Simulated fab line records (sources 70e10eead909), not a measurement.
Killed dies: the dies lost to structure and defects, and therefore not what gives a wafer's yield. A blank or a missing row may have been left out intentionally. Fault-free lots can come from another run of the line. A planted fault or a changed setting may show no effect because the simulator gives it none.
The tool behind it: which one?    flow nandHarc    13 lots, 39 wafers sampled, at 5 steps of a route of 1302

## WHAT THE GAUGES READ, wafer by wafer
NHARC_END_SORT_01. Usual: killedAtArray 63, standard deviation 17; killedAtOther 0.8, standard deviation 1.1; killedAtPeriphery 3.5, standard deviation 3; killedDies 67, standard deviation 17; killedOpen 3.1, standard deviation 1.6; killedShort 2.6, standard deviation 1.4.
lot   measured      on         killedAtArray  killedAtOther  killedAtPeriphery  killedDies   killedOpen  killedShort  flag
L613  day 28 03:13  prober-02  669 674 673    1 1 0          7 2 4              677 677 677  3 1 3       3 1 1        OFF

## EACH LOT AND THE TOOL THAT RAN IT (in order: tool; ch and the chambers of the sampled wafers; start)
lot   NHARC_A_DECK1_JOINT_ETCH_11         NHARC_A_BONDPAD_STRIP_15           NHARC_A_BONDPAD_CMP_19         NHARC_HYBRID_BOND_ACTIVATE_00
L605  wetBench-09 ch 4,5,6, day 11 00:31  rieDiel-03 ch 1,2, day 23 21:22    cmp-02 ch 0,2, day 23 23:01    rieDiel-11 ch 0,1, day 23 23:34
L606  wetBench-09 ch 3,4,6, day 11 11:13  rieDiel-05 ch 0,2,3, day 23 18:35  cmp-04 ch 0,1,3, day 23 20:12  rieDiel-11 ch 0,2,3, day 23 20:50
L607  wetBench-09 ch 5,6,7, day 11 20:53  rieDiel-03 ch 1,3, day 24 02:17    cmp-02 ch 0,2,3, day 24 03:55  rieDiel-08 ch 1,3, day 24 04:31
L609  wetBench-07 ch 0,6,7, day 12 17:04  rieDiel-03 ch 0,2,3, day 24 09:16  cmp-02 ch 0,2, day 24 10:52    rieDiel-11 ch 1,3, day 24 11:27
L611  wetBench-09 ch 1,5,6, day 13 09:32  rieDiel-06 ch 0,1,3, day 25 05:32  cmp-01 ch 1,2,3, day 25 07:10  rieDiel-11 ch 0,1,3, day 25 07:47
L613  wetBench-07 ch 1,3,6, day 14 16:05  -                                  -                              -
L618  wetBench-09 ch 0,5,7, day 16 23:53  rieDiel-03 ch 0,1,2, day 29 04:42  cmp-04 ch 1,2,3, day 29 06:22  rieDiel-11 ch 0,2,3, day 29 06:58
L622  wetBench-09 ch 0,2,3, day 17 22:32  rieDiel-05 ch 0,1,3, day 30 06:07  cmp-04 ch 2,3, day 30 07:44    rieDiel-11 ch 1,2, day 30 08:19
L623  wetBench-09 ch 1,3,7, day 18 12:28  rieDiel-05 ch 0,1,2, day 31 03:04  cmp-04 ch 0,1,2, day 31 04:43  rieDiel-11 ch 0,2,3, day 31 05:17
L624  wetBench-07 ch 1,2,7, day 19 01:10  rieDiel-05 ch 0,1, day 30 22:42    cmp-01 ch 0,1, day 31 00:28    rieDiel-11 ch 0,1, day 31 01:04
L625  wetBench-09 ch 2,3,5, day 19 16:34  rieDiel-03 ch 0,1,3, day 31 14:32  cmp-01 ch 0,2,3, day 31 16:13  rieDiel-11 ch 0,3, day 31 16:44
L627  wetBench-09 ch 5,6,7, day 20 05:57  rieDiel-05 ch 0,1,3, day 31 22:14  cmp-02 ch 0,1,3, day 32 00:12  rieDiel-11 ch 0,2,3, day 32 00:48
L628  wetBench-07 ch 0,2,6, day 20 16:03  rieDiel-03 ch 0,2, day 32 19:18    cmp-01 ch 0,2,3, day 32 21:02  rieDiel-08 ch 0,1,2, day 32 21:36
- NHARC_A_DECK1_JOINT_ETCH_11: etches SiO2 in dHF, target depth 35 nm.
- NHARC_A_BONDPAD_STRIP_15: strips in O2.
- NHARC_A_BONDPAD_CMP_19: polishes, t overpolish 30 s, cu recess touch 16 s, target thk 169.82 nm.
- NHARC_HYBRID_BOND_ACTIVATE_00: chemistry N2, time 60 s.

## WHAT THE TOOLS THEMSELVES READ (means of the sampled wafers that have a number; where no wafer has one, the mark that the record gives instead)
NHARC_A_BONDPAD_STRIP_15. Usual: drypumpMotorCurrentA 5.5 A, standard deviation 0.48; oesProductAu 0.995 a.u., standard deviation 0.009; rfVppV 57.8 V, standard deviation 0.89; showerheadPlenumPTorr 3.56 Torr, standard deviation 0.14; throttleValvePct 17.036 %, standard deviation 0.009.
lot   tool        drypumpMotorCurrentA (A)  oesProductAu (a.u.)  rfVppV (V)  showerheadPlenumPTorr (Torr)  throttleValvePct (%)  flag
L605  rieDiel-03  5.8                       0.991                57.4        3.60                          17.033                
L606  rieDiel-05  5.5                       0.994                57.8        3.58                          17.040                
L607  rieDiel-03  5.6                       0.988                57.8        3.68                          17.032                
L609  rieDiel-03  5.3                       1.003                58.6        3.56                          17.035                
L611  rieDiel-06  5.3                       0.998                57.8        3.60                          17.042                
L618  rieDiel-03  5.5                       0.996                57.4        3.51                          17.038                
L622  rieDiel-05  5.8                       0.998                58.2        3.61                          17.040                
L623  rieDiel-05  5.5                       0.993                58.3        3.47                          17.030                
L624  rieDiel-05  5.8                       0.999                57.5        3.50                          17.028                
L625  rieDiel-03  5.5                       0.994                57.9        3.55                          17.042                
L627  rieDiel-05  5.8                       0.998                57.9        3.61                          17.040                
L628  rieDiel-03  5.1                       0.999                58.0        3.44                          17.037                

NHARC_A_BONDPAD_CMP_19. Usual: motorCurrentA 12.3 A, standard deviation 1.5; overpolishRunS 29.999 s, standard deviation 0.0097.
lot   tool    motorCurrentA (A)  overpolishRunS (s)  flag
L605  cmp-02  15.0               29.995              
L606  cmp-04  12.3               29.999              
L607  cmp-02  13.6               29.993              
L609  cmp-02  15.2               30.006              
L611  cmp-01  11.8               30.002              
L618  cmp-04  12.1               30.000              
L622  cmp-04  11.8               29.997              
L623  cmp-04  12.5               30.001              
L624  cmp-01  12.0               29.990              
L625  cmp-01  12.0               29.993              
L627  cmp-02  13.1               29.998              
L628  cmp-01  12.0               29.990              

NHARC_HYBRID_BOND_ACTIVATE_00. Usual: drypumpMotorCurrentA 5.5 A, standard deviation 0.55; oesProductAu 1.001 a.u., standard deviation 0.0095; rfVppV 63.9 V, standard deviation 0.91; showerheadPlenumPTorr 1.73 Torr, standard deviation 0.067.
lot   tool        drypumpMotorCurrentA (A)  oesProductAu (a.u.)  rfVppV (V)  showerheadPlenumPTorr (Torr)  flag
L605  rieDiel-11  5.5                       0.996                63.8        1.69                          
L606  rieDiel-11  5.5                       0.994                63.7        1.76                          
L607  rieDiel-08  5.1                       0.996                64.1        1.85                          
L609  rieDiel-11  6.1                       0.997                63.7        1.69                          
L611  rieDiel-11  5.8                       1.003                63.5        1.72                          
L618  rieDiel-11  5.5                       1.000                64.9        1.76                          
L622  rieDiel-11  5.0                       1.003                64.1        1.73                          
L623  rieDiel-11  5.5                       0.994                64.9        1.76                          
L624  rieDiel-11  5.4                       1.011                63.9        1.75                          
L625  rieDiel-11  5.7                       1.007                63.5        1.77                          
L627  rieDiel-11  5.5                       0.997                63.5        1.76                          
L628  rieDiel-08  4.9                       0.992                62.8        1.68                          

## THE ANSWER, worked out from the rows above alone
Rule: a lot counts as off when the mean over its wafers that have a number is more than 3 standard deviations away from the usual mean. A lot without any number at a reading at which 4 lots or more have one is off too. The other lots that the step has rows for count as sound. After the gauges, taken in route order, come the tools' own readings; for these a lot's mean is taken, as printed above. The first step at which some lot is off is used, and at that step the reading that is off furthest; a lot without a number counts as furthest.
Off, at NHARC_END_SORT_01 on killedDies: L613. Neither off nor sound, because the step has no rows for them: L605, L606, L607, L609, L611, L618, L622, L623, L624, L625, L627, L628.
If a tool, at a process step before that reading, ran all the lots that are off and no sound lot after the first of them, it fits. The gauges at NHARC_END_SORT_01 are tried like those tools. This does not decide it: 2 tools fit, namely wetBench-07 at NHARC_A_DECK1_JOINT_ETCH_11 and prober-02 at NHARC_END_SORT_01.

## WHAT WAS PUT IN BY THE SIMULATOR
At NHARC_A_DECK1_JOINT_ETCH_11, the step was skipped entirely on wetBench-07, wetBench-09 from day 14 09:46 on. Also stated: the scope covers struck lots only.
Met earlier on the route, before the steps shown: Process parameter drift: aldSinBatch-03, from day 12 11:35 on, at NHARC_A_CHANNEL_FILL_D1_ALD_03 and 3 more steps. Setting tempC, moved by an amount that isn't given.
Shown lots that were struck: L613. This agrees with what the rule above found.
